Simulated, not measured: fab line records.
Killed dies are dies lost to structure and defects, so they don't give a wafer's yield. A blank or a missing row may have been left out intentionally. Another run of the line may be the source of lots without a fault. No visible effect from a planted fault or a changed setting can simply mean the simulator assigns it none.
fab line records	flow n5Finfet
record: lots: 11	wafers: 33	lastDay: 18
route steps=1938 shown BEOL_M2@854 BEOL_M4@1111 PASSIVATION@1936
lots that met no fault: from a run of the same line without faults
startH: hours from the record's first day to the start of the lot's first wafer shown	waitH: hours since the lot's step before	" the same as in the row above	L1.1+2: one row covering several wafers at once	- no value, or no start given	* or withheld: withheld	< > ~ a bound
route shown NAME@n: names a module that has steps shown in the file, with the first one's number in the route	usual: the fault-free wafers' mean and standard deviation	same: alike in all rows	chamber/n: place in a boat	sites: each site's reading	_std_site: how widely they spread, as a standard deviation	_edge_site: outer sites' mean less inner sites'	radiusMm: how far each site lies from the wafer's centre	mask NAME#n: copy n	behind: the most recent tool/chamber to have shaped the wafer	hold: what put the lot on hold/how long, in hours/how the hold closed	device: which transistor (n, p or np) failed to switch	end of line: the tests these same wafers got at the end of their route	a step given without rows: its recipe and nothing more	killed: at the first sort, the dies lost to defects and structure; wafer yield is something else	map: per-die view of a wafer (x killed, . not killed, _ where there is no die)
set.NAME: the run value of the setting; set.NAME@STEP: its run value at that earlier step	model.NAME: the simulator's own value behind a step, which no gauge read
route steps across a sampled set of lots; one table per step, one row per wafer
services: a tool's chamber out of use, with start hour (startH, from the record's first day; less than 0 if before it), hours out, and reason
== steps ==
step: N5_BEOL_M2_CD_MEAS_11
recipe: targetCdNm: 16.79	landingEnergyEv: 500	detector: seInlens	polarity: opening
usual: cdNm: 16.80/0.23
lot.wafer	tool	chamber	startH	waitH	cdNm
L789.1	cdSem-01	0	130.76	-	17.34
L789.4	"	0	"	"	16.82
L789.5	"	0	"	"	16.43
L790.2	cdSem-02	0	135.69	-	16.62
L790.4	"	0	"	"	16.73
L790.6	"	0	"	"	16.90
L793.2	cdSem-03	0	160.80	-	16.90
L793.4	"	0	"	"	17.09
L793.6	"	0	"	"	17.13
L794.3	cdSem-03	0	165.08	-	16.96
L794.4	"	0	"	"	16.65
L794.6	"	0	"	"	16.81
L799.2	cdSem-03	0	198.76	-	16.87
L799.4	"	0	"	"	16.93
L799.5	"	0	"	"	16.79
L800.1	cdSem-03	0	204.18	-	16.68
L800.3	"	0	"	"	16.72
L800.5	"	0	"	"	16.88
L802.1	cdSem-03	0	211.63	-	17.19
L802.3	"	0	"	"	16.82
L802.6	"	0	"	"	17.18
L807.1	cdSem-02	0	244.30	-	16.93
L807.2	"	0	"	"	17.17
L807.4	"	0	"	"	17.15
L808.1	cdSem-03	0	247.16	-	16.74
L808.3	"	0	"	"	16.61
L808.4	"	0	"	"	16.46
L809.1	cdSem-02	0	251.16	-	16.70
L809.5	"	0	"	"	16.49
L809.6	"	0	"	"	16.84
L812.1	cdSem-02	0	284.14	-	16.67
L812.3	"	0	"	"	16.97
L812.5	"	0	"	"	16.80
step: N5_BEOL_M2_OVL_MEAS_12
recipe: pointsPerWafer: 522
usual: M2_OVL: 0.5/0.63
lot.wafer	tool	chamber	startH	waitH	M2_OVL[nm]
L789.1	overlay-02	0	130.79	0.0	-0.6
L789.4	"	0	"	"	0.2
L789.5	"	0	"	"	-0.3
L790.2	overlay-01	0	135.72	0.0	-0.1
L790.4	"	0	"	"	1.4
L790.6	"	0	"	"	0.8
L793.2	overlay-02	0	160.84	0.0	-0.2
L793.4	"	0	"	"	0.0
L793.6	"	0	"	"	-0.3
L794.3	overlay-02	0	165.12	0.0	0.0
L794.4	"	0	"	"	-0.1
L794.6	"	0	"	"	-0.9
L799.2	overlay-02	0	198.79	0.0	1.1
L799.4	"	0	"	"	1.2
L799.5	"	0	"	"	0.3
L800.1	overlay-02	0	204.21	0.0	1.7
L800.3	"	0	"	"	0.3
L800.5	"	0	"	"	0.8
L802.1	overlay-01	0	211.67	0.0	-0.2
L802.3	"	0	"	"	-0.3
L802.6	"	0	"	"	0.1
L807.1	overlay-01	0	244.33	0.0	0.9
L807.2	"	0	"	"	1.2
L807.4	"	0	"	"	0.6
L808.1	overlay-01	0	247.19	0.0	0.4
L808.3	"	0	"	"	0.3
L808.4	"	0	"	"	0.6
L809.1	overlay-02	0	251.19	0.0	-1.0
L809.5	"	0	"	"	-0.7
L809.6	"	0	"	"	-0.3
L812.1	overlay-02	0	284.17	0.0	-0.1
L812.3	"	0	"	"	0.7
L812.5	"	0	"	"	0.3
step: N5_BEOL_M2_COAT_76
recipe: resist: underlayer	tempC: 205	timeS: 60	spinRpm: 1500	resistThkNm: 5
usual: spinSpeedRpm: 1500.0/0.98
lot.wafer	tool	chamber	startH	waitH	spinSpeedRpm
L789.1	lithoTrack-02	0	131.66	-	1501.6
L789.4	"	0	"	"	1500.7
L789.5	"	0	"	"	1501.0
L790.2	lithoTrack-04	0	136.29	-	1499.5
L790.4	"	0	"	"	1500.8
L790.6	"	0	"	"	1498.8
L793.2	lithoTrack-04	0	161.63	-	1500.3
L793.4	"	0	"	"	1496.4
L793.6	"	0	"	"	1498.9
L794.3	lithoTrack-01	0	165.78	-	1502.6
L794.4	"	0	"	"	1499.9
L794.6	"	0	"	"	1502.7
L799.2	lithoTrack-02	0	199.36	-	1500.0
L799.4	"	0	"	"	1499.9
L799.5	"	0	"	"	1499.6
L800.1	lithoTrack-01	0	204.79	-	1500.2
L800.3	"	0	"	"	1500.5
L800.5	"	0	"	"	1500.7
L802.1	lithoTrack-02	0	212.24	-	1499.6
L802.3	"	0	"	"	1499.6
L802.6	"	0	"	"	1500.5
L807.1	lithoTrack-04	0	244.90	-	1568.3
L807.2	"	0	"	"	1569.0
L807.4	"	0	"	"	1566.7
L808.1	lithoTrack-04	0	247.76	-	1566.5
L808.3	"	0	"	"	1566.9
L808.4	"	0	"	"	1567.2
L809.1	lithoTrack-01	0	251.77	-	1500.5
L809.5	"	0	"	"	1500.9
L809.6	"	0	"	"	1501.0
L812.1	lithoTrack-01	0	284.74	-	1501.2
L812.3	"	0	"	"	1500.4
L812.5	"	0	"	"	1499.9
step: N5_BEOL_M2_INSPECT_30
recipe: mode: adi	inspectInstrument: brightfield
usual: rawDefectCount: 383/95
lot.wafer	tool	chamber	startH	waitH	rawDefectCount
L789.1	defectInspect-01	-	132.03	0.1	420
L789.4	"	-	"	"	367
L789.5	"	-	"	"	301
L790.2	defectInspect-02	-	136.65	0.0	341
L790.4	"	-	"	"	420
L790.6	"	-	"	"	397
L793.2	defectInspect-01	-	162.13	0.0	265
L793.4	"	-	"	"	276
L793.6	"	-	"	"	347
L794.3	defectInspect-02	-	166.15	0.0	295
L794.4	"	-	"	"	334
L794.6	"	-	"	"	333
L799.2	defectInspect-01	-	199.86	0.1	393
L799.4	"	-	"	"	373
L799.5	"	-	"	"	302
L800.1	defectInspect-02	-	205.15	0.1	275
L800.3	"	-	"	"	521
L800.5	"	-	"	"	264
L802.1	defectInspect-02	-	212.73	0.1	403
L802.3	"	-	"	"	388
L802.6	"	-	"	"	417
L807.1	defectInspect-01	-	245.39	0.1	294
L807.2	"	-	"	"	266
L807.4	"	-	"	"	335
L808.1	defectInspect-02	-	248.12	0.1	336
L808.3	"	-	"	"	380
L808.4	"	-	"	"	359
L809.1	defectInspect-01	-	252.26	0.1	328
L809.5	"	-	"	"	263
L809.6	"	-	"	"	238
L812.1	defectInspect-01	-	285.23	0.1	349
L812.3	"	-	"	"	582
L812.5	"	-	"	"	417
step: N5_BEOL_M4_RC_MEAS_101
usual: DIBL_N: 35.7/1.3	DIBL_P: 35.4/1.8	IOFF_N: 0.152/0.027	IOFF_P: 0.20/0.034	ION_N: 672/9.8	ION_P: 461/7.5	SS_N: 71.4/0.55	SS_P: 73.1/0.61	VT_N: 251/3.3	VT_P: -251/3.6
lot.wafer	tool	chamber	startH	waitH	DIBL_N[mV/V]	DIBL_P[mV/V]	IOFF_N[nA/um]	IOFF_P[nA/um]	ION_N[uA/um]	ION_P[uA/um]	SS_N[mV/dec]	SS_P[mV/dec]	VT_N[mV]	VT_P[mV]
L789.1	prober-02	0	162.74	0.0	37.2	39.2	0.199	0.27	681	469	72.2	74.2	247	-244
L789.4	"	0	"	"	35.0	38.2	0.160	0.24	672	465	71.1	73.9	248	-246
L789.5	"	0	"	"	35.2	36.6	0.161	0.22	684	467	71.0	73.7	248	-247
L790.2	prober-01	0	167.97	0.2	34.0	32.5	0.114	0.16	661	457	70.3	72.7	255	-255
L790.4	"	0	"	"	35.2	34.1	0.133	0.18	670	464	70.6	73.5	253	-251
L790.6	"	0	"	"	34.4	34.2	0.126	0.18	659	452	71.3	73.0	255	-250
L793.2	prober-01	0	191.24	0.2	35.8	36.2	0.162	0.18	676	452	71.3	73.1	253	-258
L793.4	"	0	"	"	36.4	37.6	0.186	0.19	688	469	71.3	73.7	246	-252
L793.6	"	0	"	"	36.6	37.3	0.188	0.19	673	453	72.3	73.8	251	-253
L794.3	prober-02	0	194.45	0.3	35.6	36.1	0.174	0.24	679	472	71.7	73.4	247	-243
L794.4	"	0	"	"	38.0	39.5	0.237	0.32	694	484	72.4	73.6	243	-242
L794.6	"	0	"	"	37.0	37.8	0.203	0.27	691	481	71.8	73.5	243	-243
L799.2	prober-02	0	227.33	0.2	37.7	38.4	0.186	0.26	680	466	72.5	74.4	250	-245
L799.4	"	0	"	"	35.7	35.6	0.148	0.22	662	463	71.3	73.1	250	-248
L799.5	"	0	"	"	34.8	34.8	0.139	0.21	677	465	70.7	73.3	250	-248
L800.1	prober-02	0	236.93	0.0	37.6	35.4	0.182	0.22	679	466	71.1	72.9	245	-248
L800.3	"	0	"	"	37.1	35.1	0.195	0.23	686	469	70.6	73.9	244	-245
L800.5	"	0	"	"	36.1	34.5	0.168	0.21	684	468	70.3	73.2	244	-248
L802.1	prober-02	0	241.33	0.2	34.1	33.8	0.115	0.16	656	450	71.3	72.5	254	-253
L802.3	"	0	"	"	35.7	35.6	0.138	0.18	673	454	72.0	72.6	254	-255
L802.6	"	0	"	"	36.3	36.0	0.146	0.19	661	452	71.7	73.2	253	-254
L808.1	prober-01	0	275.44	0.0	35.3	34.9	0.143	0.18	676	459	71.4	72.9	252	-253
L808.3	"	0	"	"	34.3	33.2	0.123	0.17	666	457	70.4	72.6	254	-254
L808.4	"	0	"	"	34.0	33.3	0.126	0.18	667	460	70.9	72.6	252	-252
L807.1	prober-02	0	280.66	0.0	39.0	38.9	0.201	0.28	685	474	71.8	74.3	246	-246
L807.2	"	0	"	"	38.2	37.8	0.196	0.27	691	479	72.4	74.4	248	-244
L807.4	"	0	"	"	37.7	37.7	0.175	0.26	677	472	71.4	74.6	248	-244
L809.1	prober-02	0	281.59	0.6	33.4	34.1	0.116	0.15	656	451	71.0	72.4	256	-258
L809.5	"	0	"	"	33.5	33.9	0.108	0.15	649	445	70.8	72.5	258	-256
L809.6	"	0	"	"	36.0	36.6	0.151	0.18	663	452	71.3	73.1	251	-257
L812.1	prober-02	0	318.48	0.0	34.8	33.5	0.121	0.19	674	459	70.5	73.0	254	-252
L812.3	"	0	"	"	33.8	32.4	0.104	0.17	653	457	70.8	72.3	259	-253
L812.5	"	0	"	"	35.4	34.7	0.132	0.20	668	467	71.3	73.0	252	-249
step: N5_PASSIVATION_PROBE_49
usual: defectLimitedYield: 91.5/1.3	killed_at_M0_to_M3: 33/11	killed_at_M4_up: 14/5.3	killedAtContacts: 11/6.3	killedAtFrontEnd: 38/10	killedAtOther: 3.7/2.8	killedDies: 101/16	killedOpen: 67/12	killedShort: 32/7.4	sort_bin_5_function: 5.0/0.86	sort_bin_6_memory: 3.2/0.69	sort_bin_8_speed: 0.00/0.007	sortNPass: 1079/16	sortYieldPct: 91.5/1.3
same: grossDies: 1180	killedAtBackSide: 0	sort_bin_4_leakage[%]: 0
lot.wafer	tool	chamber	startH	waitH	defectLimitedYield[%]	killed_at_M0_to_M3	killed_at_M4_up	killedAtContacts	killedAtFrontEnd	killedAtOther	killedDies	killedOpen	killedShort	sort_bin_5_function[%]	sort_bin_6_memory[%]	sort_bin_8_speed[%]	sortNPass	sortYieldPct[%]
L802.3	prober-02	-	350.55	0.1	93.8	31	11	1	24	6	73	44	28	4.0	2.2	0	1107	93.8
killed by level:class
L802.3 BEOL_M1:geometricParticle:open=10 BEOL_M0_SAQP:geometricParticle:open=8 DUMMY_GATE:geometricParticle:open=7 BEOL_M4:geometricParticle:open=6 FIN_SAQP:geometricParticle:short=5 BEOL_M3:geometricParticle:open=5 PAD_METAL:geometricParticle:short=4 BEOL_M1:geometricParticle:short=3
== services ==
tool	chamber	startH	hours	kind
lithoTrack-04	-	258.54	-	consumableReplace:filter
== key ==
firstSign: step: N5_BEOL_M2_COAT_76	reading: spinSpeedRpm	direction: up	sigmas: 69	usual: *	struck: *
effect none on later readings
metAt N5_BEOL_M2_COAT_76
struckLots L807,L808
notActingAt N5_BEOL_M2_CD_MEAS_11,N5_BEOL_M2_OVL_MEAS_12,N5_BEOL_M2_INSPECT_30
onsetBetween 161.63 244.90
fault: kind: processParameterDrift	tool: lithoTrack-04	chamber: -	onsetH: 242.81	steps: N5_BEOL_M2_COAT_76	channel: spinRpm	offset: *	shape: step	endH: 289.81	actsIn: *	stated: *
